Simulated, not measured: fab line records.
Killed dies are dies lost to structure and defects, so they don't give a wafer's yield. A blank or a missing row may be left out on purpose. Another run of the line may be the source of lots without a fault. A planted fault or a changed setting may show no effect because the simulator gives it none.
Matching of chambers	flow n5_finfet	4 sister chambers for N5_MOL_CONTACT_COAG_ETCH_105 on rie_diel-06
The step etches SiARC in CF4, target depth 15.6 nm, time 26 s. 4 wafers are shown with their chamber, then 11 later ones without.

WAFERS WITH THEIR CHAMBER
wafer	chamber	drypump_motor_current_A (A)
L088.2	2	4.9
L090.3	1	5.5
L090.5	3	5.0
L091.1	0	5.8

WAFERS WITH NO CHAMBER GIVEN
wafer	drypump_motor_current_A (A)
L091.2	5.0
L091.3	5.5
L092.3	5.8
L092.5	5.5
L092.6	5.8
L094.1	5.0
L094.4	5.7
L094.6	5.5
L096.2	5.0
L096.4	5.7
L096.6	5.0

THE CHAMBER EACH PASSED THROUGH
wafer	from the rows above	in truth
L091.2	3	3
L091.3	1	1
L092.3	0	0
L092.5	1	1
L092.6	0	0
L094.1	3	3
L094.4	0	0
L094.6	1	1
L096.2	3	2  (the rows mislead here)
L096.4	0	0
L096.6	3	3
Correct placement for 10 of the 11. Can't be placed from these rows: 0. Wrongly placed: 1.
How it was worked out, from the rows above alone: a wafer's distance from a chamber is the root of the sum, over the readings, of the square of ((its reading less the chamber's mean) divided by the reading's scatter). If the next closest chamber is less than 2 further off than the closest, the wafer can't be placed; otherwise it belongs to the closest. For every chamber, the mean is computed from those of its wafers that are shown. The scatter: root of mean squared gap, hidden wafer to nearest shown wafer, with one shown wafer a chamber.
